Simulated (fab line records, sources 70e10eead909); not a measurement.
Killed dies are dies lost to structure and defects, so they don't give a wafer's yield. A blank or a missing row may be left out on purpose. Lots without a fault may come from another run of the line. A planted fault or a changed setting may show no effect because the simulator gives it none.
Chamber matching | flow nand_harc | NHARC_P_BONDPAD_CMP_19 on cmp-04: 4 sister chambers
The step polishes, t overpolish 30 s, cu recess touch 16 s, target thk 160.81 nm. 16 wafers are shown with their chamber, then 8 later ones without.

WAFERS WITH THEIR CHAMBER
wafer  | chamber | motor_current_A (A) | overpolish_run_s (s) | slurry_filter_dp_kPa (kPa)
L079.1 | 2       | 11.7                | 29.997               | 13.58
L079.4 | 1       | 10.6                | 30.009               | 13.71
L079.5 | 2       | 12.4                | 29.992               | 13.56
L080.2 | 3       | 10.7                | 30.005               | 13.63
L080.5 | 2       | 12.7                | 29.995               | 13.55
L080.6 | 3       | 11.4                | 30.011               | 13.32
L082.1 | 2       | 12.4                | 29.998               | 13.38
L082.2 | 1       | 10.8                | 29.997               | 13.75
L082.6 | 3       | 11.3                | 29.998               | 13.52
L083.3 | 3       | 11.3                | 29.998               | 13.48
L083.4 | 1       | 10.1                | 29.998               | 13.58
L083.5 | 1       | 11.1                | 30.008               | 13.74
L090.1 | 3       | 10.9                | 30.004               | 13.66
L090.4 | 1       | 10.7                | 30.007               | 13.54
L090.5 | 0       | 14.3                | 29.994               | 13.53
L097.1 | 0       | 13.3                | 29.996               | 13.40

SIGNATURES (means of the wafers above)
reading              | chamber 0 | chamber 1 | chamber 2 | chamber 3 | scatter within a chamber
motor_current_A      | 13.800    | 10.660    | 12.300    | 11.120    | 0.402
overpolish_run_s     | 29.99500  | 30.00380  | 29.99550  | 30.00320  | 0.0048
slurry_filter_dp_kPa | 13.4650   | 13.6640   | 13.5175   | 13.5220   | 0.11
Rule: a wafer's distance from a chamber is the root of the sum, over the readings, of the square of ((its reading less the chamber's mean) divided by the reading's scatter). The wafer belongs to the nearest chamber; if the next one is less than 2 further off, it can't be placed. The scatter: the root of (the sum of the squares of (reading less its chamber's mean) over the shown wafers, divided by (wafers less chambers)).

WAFERS WITHOUT THEIR CHAMBER
wafer  | motor_current_A (A) | overpolish_run_s (s) | slurry_filter_dp_kPa (kPa)
L097.2 | 11.3                | 30.007               | 13.35
L097.6 | 13.8                | 29.998               | 13.41
L095.1 | 12.8                | 29.995               | 13.68
L095.3 | 10.9                | 29.999               | 13.36
L095.5 | 11.6                | 30.012               | 13.52
L096.2 | 11.1                | 29.983               | 13.56
L096.4 | 11.4                | 29.992               | 13.45
L096.5 | 13.9                | 30.013               | 13.48

WHICH CHAMBER EACH WENT THROUGH
wafer  | from the rows above          | in truth
L097.2 | can't be placed: 3 or 1 or 2 | 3
L097.6 | 0                            | 0
L095.1 | can't be placed: 2 or 0      | 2
L095.3 | can't be placed: 3 or 1      | 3
L095.5 | can't be placed: 3 or 1 or 2 | 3
L096.2 | can't be placed: 2 or 3 or 1 | 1
L096.4 | can't be placed: 2 or 3 or 1 | 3
L096.5 | can't be placed: 0 or 2      | 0
Placed correctly: 1 of 8. Can't be placed from these rows: 7 (the true chamber is among the candidates in 7). Placed wrongly: 0.
